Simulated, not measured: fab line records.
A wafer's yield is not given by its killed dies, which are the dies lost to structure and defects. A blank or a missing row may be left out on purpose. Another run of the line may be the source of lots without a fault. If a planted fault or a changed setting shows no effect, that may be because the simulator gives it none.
fab line records ; flow nand-harc
[record] lots = 6; wafers = 18; last-day = 24
route steps=1159 shown A_M0@1004
lots that met no fault: from a run of the same line without faults
start-h: start of the lot's first displayed wafer, in hours after the record's first day ; wait-h: time in hours since the lot's previous step ; " the same as in the row above ; L1.1+2: one row covering several wafers at once ; - value missing, or start not given ; * or withheld: withheld ; < > ~ a bound
route shown NAME@n: a module of which the file shows steps, and the number in the route of the first ; usual: mean/standard deviation taken from wafers without a fault ; same: alike in all rows ; chamber/n: place in a boat ; sites: readings site by site ; _std_site: standard deviation of those values ; _edge_site: the outer-site mean with the inner-site mean subtracted ; radius-mm: how far each site lies from the wafer's centre ; mask NAME#n: copy n ; behind: tool/chamber where the wafer was last shaped ; hold: why the lot went on hold/how many hours it stayed there/how the hold came to an end ; device: whichever transistor did not switch (one of n, p or np) ; end of line: tests run on the same wafers once the route is complete ; a step with no rows: only its recipe ; killed: count of dies lost to structure and defects at first sort (not the wafer's yield) ; map: a wafer's dies, marking killed ones x, the rest . and places with no die _
set.NAME: setting as actually run; set.NAME@STEP: the setting as run at that earlier step ; model.NAME: the simulator's own value behind a step, which no gauge read
lots at selected steps of the route; one table per step, one row per wafer
services: when a tool's chamber went out of use (start-h, in hours from the record's first day, below 0 if earlier), for how many hours, and the reason
[[steps]]
[step NHARC_A_M0_CD_MEAS_09]
[recipe] target-cd-nm = 80; landing-energy-ev = 500
[usual] cd-nm = 80.3/0.79
lot.wafer;tool;chamber;start-h;wait-h;cd-nm
L797.4;cd-sem-02;0;477.92;-;80.1
L797.5;cd-sem-02;0;477.92;-;79.8
L797.6;cd-sem-02;0;477.92;-;79.2
L796.1;cd-sem-03;0;478.53;-;80.2
L796.3;cd-sem-03;0;478.53;-;79.5
L796.6;cd-sem-03;0;478.53;-;79.9
L799.1;cd-sem-01;0;500.75;-;79.3
L799.2;cd-sem-01;0;500.75;-;79.5
L799.5;cd-sem-01;0;500.75;-;79.1
L800.1;cd-sem-01;0;512.30;-;79.6
L800.3;cd-sem-01;0;512.30;-;80.3
L800.5;cd-sem-01;0;512.30;-;79.5
L801.3;cd-sem-01;0;513.52;-;82.3
L801.4;cd-sem-01;0;513.52;-;80.3
L801.6;cd-sem-01;0;513.52;-;81.3
L806.2;cd-sem-03;0;538.63;-;79.2
L806.4;cd-sem-03;0;538.63;-;79.4
L806.6;cd-sem-03;0;538.63;-;79.1
[step NHARC_A_M0_OVL_MEAS_10]
[recipe] pitch-nm = 160
[usual] overlay-x-nm = -0.2/0.89; overlay-y-nm = 0.3/0.56
lot.wafer;tool;chamber;start-h;wait-h;overlay-x-nm;overlay-y-nm
L797.4;overlay-02;-;478.01;-;-0.2;-0.6
L797.5;overlay-02;-;478.01;-;-0.7;-0.6
L797.6;overlay-02;-;478.01;-;-0.9;-1.2
L796.1;overlay-02;-;478.62;-;-0.6;-0.3
L796.3;overlay-02;-;478.62;-;-1.4;0.1
L796.6;overlay-02;-;478.62;-;-1.4;0.1
L799.1;overlay-02;-;500.84;-;0.6;0.3
L799.2;overlay-02;-;500.84;-;1.3;-0.2
L799.5;overlay-02;-;500.84;-;1.0;0.4
L800.1;overlay-01;-;512.39;-;-0.4;0.3
L800.3;overlay-01;-;512.39;-;-0.6;0.5
L800.5;overlay-01;-;512.39;-;-0.4;-0.2
L801.3;overlay-02;-;513.60;-;-1.5;0.0
L801.4;overlay-02;-;513.60;-;-1.6;-0.1
L801.6;overlay-02;-;513.60;-;-1.3;0.1
L806.2;overlay-02;-;538.71;-;-1.1;0.8
L806.4;overlay-02;-;538.71;-;-1.4;0.7
L806.6;overlay-02;-;538.71;-;-0.8;0.6
[step NHARC_A_M0_INSPECT_11]
[usual] raw-defect-count = 31/14
lot.wafer;tool;chamber;start-h;wait-h;raw-defect-count
L797.4;defect-inspect-01;-;478.04;0.0;33
L797.5;defect-inspect-01;-;478.04;0.0;33
L797.6;defect-inspect-01;-;478.04;0.0;41
L796.1;defect-inspect-01;-;478.67;0.0;22
L796.3;defect-inspect-01;-;478.67;0.0;19
L796.6;defect-inspect-01;-;478.67;0.0;20
L799.1;defect-inspect-02;-;500.87;0.0;34
L799.2;defect-inspect-02;-;500.87;0.0;32
L799.5;defect-inspect-02;-;500.87;0.0;42
L800.1;defect-inspect-02;-;512.42;0.0;8
L800.3;defect-inspect-02;-;512.42;0.0;8
L800.5;defect-inspect-02;-;512.42;0.0;9
L801.3;defect-inspect-02;-;513.64;0.0;64
L801.4;defect-inspect-02;-;513.64;0.0;50
L801.6;defect-inspect-02;-;513.64;0.0;50
L806.2;defect-inspect-02;-;538.75;0.0;28
L806.4;defect-inspect-02;-;538.75;0.0;13
L806.6;defect-inspect-02;-;538.75;0.0;28
[step NHARC_A_M0_DESCUM_14]
[recipe] time-s = 3; o2-flow-sccm = 200; ar-flow-sccm = 0; bias-power-w = 0; chemistry = O2
[usual] drypump-motor-current-A = 5.7/0.32; oes-product-au = 0.995/0.0093; rf-vpp-V = 58.0/0.87; showerhead-plenum-p-Torr = 1.96/0.082; throttle-valve-pct = 11.311/0.0092
lot.wafer;tool;chamber;start-h;wait-h;drypump-motor-current-A;oes-product-au;rf-hours-counter-h;rf-vpp-V;showerhead-plenum-p-Torr;throttle-valve-pct
L797.4;rie-diel-07;0;478.11;0.1;5.8;0.997;4;56.8;1.94;11.315
L797.5;rie-diel-07;3;478.11;0.1;5.4;1.001;-;57.6;1.81;11.317
L797.6;rie-diel-07;0;478.11;0.1;5.8;0.996;-;58.8;1.94;11.332
L796.1;rie-diel-07;2;478.74;0.1;5.4;0.993;5;58.1;2.06;11.319
L796.3;rie-diel-07;3;478.74;0.1;5.4;1.005;4;58.2;1.81;11.305
L796.6;rie-diel-07;2;478.74;0.1;5.4;1.004;-;58.6;2.06;11.324
L799.1;rie-diel-02;0;500.95;0.1;6.2;0.988;10;57.7;1.99;11.313
L799.2;rie-diel-02;1;500.95;0.1;5.6;0.987;11;57.6;1.94;11.302
L799.5;rie-diel-02;0;500.95;0.1;6.2;0.991;-;58.9;1.99;11.314
L800.1;rie-diel-07;3;512.49;0.1;5.4;0.996;6;57.6;1.81;11.311
L800.3;rie-diel-07;1;512.49;0.1;5.3;0.986;7;59.9;2.05;11.314
L800.5;rie-diel-07;3;512.49;0.1;5.4;0.994;-;57.8;1.81;11.311
L801.4;rie-diel-07;2;513.71;0.1;5.4;0.988;7;58.6;2.06;11.308
L801.3;rie-diel-07;3;513.71;0.1;5.4;0.993;6;56.7;1.81;11.307
L801.6;rie-diel-07;1;513.71;0.1;5.3;0.984;-;58.2;2.05;11.314
L806.4;rie-diel-02;3;538.83;0.1;5.7;0.971;2;58.5;1.90;11.309
L806.2;rie-diel-02;0;538.83;0.1;6.2;1.010;2;58.9;1.99;11.306
L806.6;rie-diel-02;2;538.83;0.1;5.9;0.985;-;58.4;1.98;11.304
[step NHARC_A_M0_ETCH_34]
[recipe] target-depth-a = 400; overetch-a = 120; time-s = 43.94; ion-energy-ev = 200; n2-flow-sccm = 150; h2-flow-sccm = 150; ar-flow-sccm = 0; rf-w = 400; bias-w = 150; chemistry = N2/H2
[step NHARC_A_M0_ETCH_15]
[recipe] target-depth-a = 1500; overetch-a = 150; time-s = 82.5; c4f8-flow-sccm = withheld; ar-flow-sccm = 400; rf-w = 600; bias-w = 300; chemistry = C4F8/Ar
[step NHARC_A_M0_CD_MEAS_16]
[usual] cd-nm = 80.5/0.98
lot.wafer;tool;chamber;start-h;wait-h;cd-nm
L797.4;cd-sem-02;-;478.41;-;79.6
L797.5;cd-sem-02;-;478.41;-;80.0
L797.6;cd-sem-02;-;478.41;-;79.5
L796.1;cd-sem-03;-;479.03;-;79.9
L796.3;cd-sem-03;-;479.03;-;80.6
L796.6;cd-sem-03;-;479.03;-;79.8
L799.1;cd-sem-02;-;501.37;-;78.9
L799.2;cd-sem-02;-;501.37;-;79.7
L799.5;cd-sem-02;-;501.37;-;80.8
L800.1;cd-sem-02;-;512.78;-;80.9
L800.3;cd-sem-02;-;512.78;-;79.8
L800.5;cd-sem-02;-;512.78;-;79.6
L801.3;cd-sem-01;-;514.00;-;82.0
L801.4;cd-sem-01;-;514.00;-;79.9
L801.6;cd-sem-01;-;514.00;-;80.5
L806.2;cd-sem-01;-;539.11;-;79.8
L806.4;cd-sem-01;-;539.11;-;80.1
L806.6;cd-sem-01;-;539.11;-;79.7
[step NHARC_A_M0_STRIP_18]
[recipe] power-w = 1000; n2-flow-sccm = 150; h2-flow-sccm = 150; ar-flow-sccm = 0; bias-w = 0; chemistry = N2/H2
[usual] drypump-motor-current-A = 5.7/0.35; oes-product-au = 0.998/0.0076; rf-vpp-V = 91.0/0.95; showerhead-plenum-p-Torr = 2.09/0.097; throttle-valve-pct = 14.172/0.009
lot.wafer;tool;chamber;start-h;wait-h;drypump-motor-current-A;oes-product-au;rf-hours-counter-h;rf-vpp-V;showerhead-plenum-p-Torr;throttle-valve-pct
L797.4;rie-diel-10;3;478.58;0.2;5.2;0.992;-;91.4;2.12;14.185
L797.6;rie-diel-10;0;478.58;0.2;5.6;0.990;-;91.3;1.94;14.167
L797.5;rie-diel-10;2;478.58;0.2;6.3;0.990;-;91.1;2.19;14.168
L796.3;rie-diel-10;2;479.12;0.1;6.3;0.996;9;91.9;2.19;14.174
L796.1;rie-diel-10;3;479.12;0.1;5.3;0.989;8;91.4;2.12;14.172
L796.6;rie-diel-10;2;479.12;0.1;6.3;0.997;-;91.4;2.19;14.199
L799.2;rie-diel-07;2;501.44;0.1;5.3;0.998;6;92.5;2.20;14.166
L799.1;rie-diel-07;1;501.44;0.1;5.3;0.997;6;90.1;2.19;14.162
L799.5;rie-diel-07;3;501.44;0.1;5.4;0.997;-;89.7;1.93;14.171
L800.3;rie-diel-10;0;512.88;0.1;5.7;0.992;11;91.1;1.94;14.173
L800.1;rie-diel-10;2;512.88;0.1;6.3;0.988;11;90.4;2.19;14.171
L800.5;rie-diel-10;0;512.88;0.1;5.6;1.010;-;90.5;1.94;14.174
L801.3;rie-diel-02;1;514.10;0.1;5.6;1.000;0;90.5;2.07;14.173
L801.4;rie-diel-02;3;514.10;0.1;5.7;0.979;0;92.8;2.03;14.156
L801.6;rie-diel-02;0;514.10;0.1;6.2;1.016;-;91.4;2.12;14.188
L806.2;rie-diel-07;0;539.18;0.1;5.8;0.994;8;89.9;2.06;14.176
L806.4;rie-diel-07;3;539.18;0.1;5.4;0.985;8;89.5;1.92;14.165
L806.6;rie-diel-07;1;539.18;0.1;5.3;0.997;-;90.8;2.19;14.174
[step NHARC_A_M0_STRIP_19]
[recipe] time-s = 600; temp-c = 30; chemistry = post-etch-residue-remover
[step NHARC_A_M0_DEGAS_28]
[recipe] temp-c = 250; time-s = 60
[usual] heater-power-w = 329/24
lot.wafer;tool;chamber;start-h;wait-h;heater-power-w
L797.4;pvd-sputter-02;-;479.09;-;312
L797.6;pvd-sputter-02;-;479.09;-;319
L797.5;pvd-sputter-02;-;479.09;-;335
L796.3;pvd-sputter-02;-;479.75;-;308
L796.1;pvd-sputter-02;-;479.75;-;290
L796.6;pvd-sputter-02;-;479.75;-;324
L799.2;pvd-sputter-03;-;501.99;-;348
L799.1;pvd-sputter-03;-;501.99;-;303
L799.5;pvd-sputter-03;-;501.99;-;322
L800.3;pvd-sputter-02;-;513.42;-;325
L800.1;pvd-sputter-02;-;513.42;-;335
L800.5;pvd-sputter-02;-;513.42;-;338
L801.3;pvd-sputter-03;-;514.62;-;305
L801.4;pvd-sputter-03;-;514.62;-;323
L801.6;pvd-sputter-03;-;514.62;-;332
L806.4;pvd-sputter-03;-;539.72;-;340
L806.2;pvd-sputter-03;-;539.72;-;300
L806.6;pvd-sputter-03;-;539.72;-;347
[step NHARC_A_M0_PRE_CLEAN_29]
[recipe] time-s = 30; temp-c = 280; gas = H2/He
[usual] heater-power-w = 402/26
lot.wafer;tool;chamber;start-h;wait-h;heater-power-w
L797.4;pvd-sputter-02;-;-;-;365
L797.5;pvd-sputter-02;-;-;-;363
L797.6;pvd-sputter-02;-;-;-;391
L796.3;pvd-sputter-02;-;-;-;388
L796.1;pvd-sputter-02;-;-;-;364
L796.6;pvd-sputter-02;-;-;-;393
L799.1;pvd-sputter-03;-;-;-;363
L799.2;pvd-sputter-03;-;-;-;403
L799.5;pvd-sputter-03;-;-;-;381
L800.3;pvd-sputter-02;-;-;-;363
L800.1;pvd-sputter-02;-;-;-;395
L800.5;pvd-sputter-02;-;-;-;409
L801.3;pvd-sputter-03;-;-;-;393
L801.4;pvd-sputter-03;-;-;-;372
L801.6;pvd-sputter-03;-;-;-;407
L806.4;pvd-sputter-03;-;-;-;414
L806.2;pvd-sputter-03;-;-;-;396
L806.6;pvd-sputter-03;-;-;-;417
[step NHARC_A_M0_PVD_20]
[recipe] target-thk-a = 50; bias-v = 168.6; power-w = 15000; chamber-pressure-pa = 0.12; time-s = 8.06; substrate-temp-c = 50; material = TaN
[usual] bias-v = 168.6/1.7; cathode-dc-power-W = 15000/2.8; chamber-pressure-pa = 0.11999/0.00024; throttle-valve-pct = 30.3/1.5
lot.wafer;tool;chamber;start-h;wait-h;bias-v;cathode-dc-power-W;chamber-pressure-pa;throttle-valve-pct
L797.4;pvd-sputter-02;-;-;-;169.4;15001;0.11999;30.1
L797.6;pvd-sputter-02;-;-;-;169.7;15000;0.11962;30.2
L797.5;pvd-sputter-02;-;-;-;172.3;14999;0.12035;26.7
L796.3;pvd-sputter-02;-;-;-;167.9;14999;0.12025;30.3
L796.1;pvd-sputter-02;-;-;-;167.8;14997;0.11993;29.9
L796.6;pvd-sputter-02;-;-;-;169.4;15000;0.12022;30.0
L799.2;pvd-sputter-03;-;-;-;167.6;14998;0.11969;30.6
L799.1;pvd-sputter-03;-;-;-;165.6;14999;0.11975;29.4
L799.5;pvd-sputter-03;-;-;-;169.0;15002;0.12033;31.3
L800.1;pvd-sputter-02;-;-;-;166.1;14999;0.12026;30.1
L800.3;pvd-sputter-02;-;-;-;167.8;14999;0.1198;31.2
L800.5;pvd-sputter-02;-;-;-;167.5;14995;0.12009;30.1
L801.4;pvd-sputter-03;-;-;-;167.3;14997;0.12009;30.3
L801.3;pvd-sputter-03;-;-;-;170.4;14996;0.12028;29.1
L801.6;pvd-sputter-03;-;-;-;165.1;15002;0.11975;30.3
L806.4;pvd-sputter-03;-;-;-;166.8;14992;0.11999;30.1
L806.2;pvd-sputter-03;-;-;-;168.0;15000;0.11997;30.7
L806.6;pvd-sputter-03;-;-;-;166.3;15002;0.11967;30.2
[step NHARC_A_M0_PVD_21]
[recipe] target-thk-a = 300; chamber-pressure-pa = 5; power-w = 5000; substrate-temp-c = 30; time-s = 20.49; material = Cu
[usual] cathode-dc-power-W = 4999.8/0.93; chamber-pressure-pa = 4.999/0.01; throttle-valve-pct = 30.3/1.3
lot.wafer;tool;chamber;start-h;wait-h;cathode-dc-power-W;chamber-pressure-pa;throttle-valve-pct
L797.4;pvd-sputter-02;-;479.30;-;-;-;-
L797.6;pvd-sputter-02;-;479.30;-;-;-;-
L797.5;pvd-sputter-02;-;479.30;-;-;-;-
L796.3;pvd-sputter-02;-;480.00;-;-;-;-
L796.1;pvd-sputter-02;-;480.00;-;-;-;-
L796.6;pvd-sputter-02;-;480.00;-;-;-;-
L799.1;pvd-sputter-03;-;502.23;-;5000.0;4.994;31.2
L799.2;pvd-sputter-03;-;502.23;-;4998.8;4.995;29.5
L799.5;pvd-sputter-03;-;502.23;-;4999.9;4.985;30.7
L800.3;pvd-sputter-02;-;513.65;-;4997.9;5.008;30.3
L800.1;pvd-sputter-02;-;513.65;-;4999.8;5.008;31.3
L800.5;pvd-sputter-02;-;513.65;-;5001.2;5.013;26.6
L801.3;pvd-sputter-03;-;514.85;-;5000.0;5.005;29.7
L801.4;pvd-sputter-03;-;514.85;-;4999.9;4.985;30.3
L801.6;pvd-sputter-03;-;514.85;-;5000.2;4.990;31.3
L806.4;pvd-sputter-03;-;539.98;-;5000.1;4.999;31.0
L806.2;pvd-sputter-03;-;539.98;-;5000.2;5.015;31.3
L806.6;pvd-sputter-03;-;539.98;-;4998.7;4.993;31.1
[step NHARC_A_M0_ECD_22]
[recipe] target-thk-a = 4000; bath-temp-c = 25; material = Cu
[[services]]
tool;chamber;start-h;hours;kind
pvd-sputter-03;-;458.00;10.0;pm
rie-diel-07;0;463.21;-;clean
rie-diel-07;1;463.21;-;clean
rie-diel-07;2;463.21;-;clean
rie-diel-07;3;463.21;-;clean
rie-diel-10;1;477.99;6.5;repair
rie-diel-07;0;487.71;-;clean
rie-diel-07;1;487.71;-;clean
rie-diel-07;2;487.71;-;clean
rie-diel-07;3;487.71;-;clean
pvd-sputter-03;-;489.02;4.4;repair
rie-diel-02;-;504.70;9.0;pm
rie-diel-07;0;512.21;-;clean
rie-diel-07;1;512.21;-;clean
rie-diel-07;2;512.21;-;clean
rie-diel-07;3;512.21;-;clean
rie-diel-10;2;526.71;3.1;repair
rie-diel-02;-;526.79;0.5;repair
rie-diel-10;-;530.50;9.0;pm
rie-diel-07;1;531.50;4.5;repair
rie-diel-07;0;536.71;-;clean
rie-diel-07;1;536.71;-;clean
rie-diel-07;2;536.71;-;clean
rie-diel-07;3;536.71;-;clean
[[key]]
[first-sign] step = NHARC_A_M0_PVD_21; reading = tool-record; direction = missing
effect none on later readings
met-at NHARC_A_M0_PVD_21
struck-wafers L796.1,L796.3,L796.6,L797.4,L797.5,L797.6
later-rows-left-out L796.1,L796.3,L796.6,L797.4,L797.5,L797.6
sort-left-out L796.1,L796.3,L796.6,L797.4,L797.5,L797.6
[fault] kind = skipped-step-whole; tool = pvd-sputter-02; chamber = -; onset-h = 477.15; steps = NHARC_A_M0_PVD_21; scope = struck-lots-only
// sort-left-out: the simulated sort isn't trusted on such a fault, so these wafers' sort isn't shown, and their yield isn't known
// later-rows-left-out: the simulator's readings of these wafers behind a module that went badly wrong aren't trusted and aren't shown, but for the sort
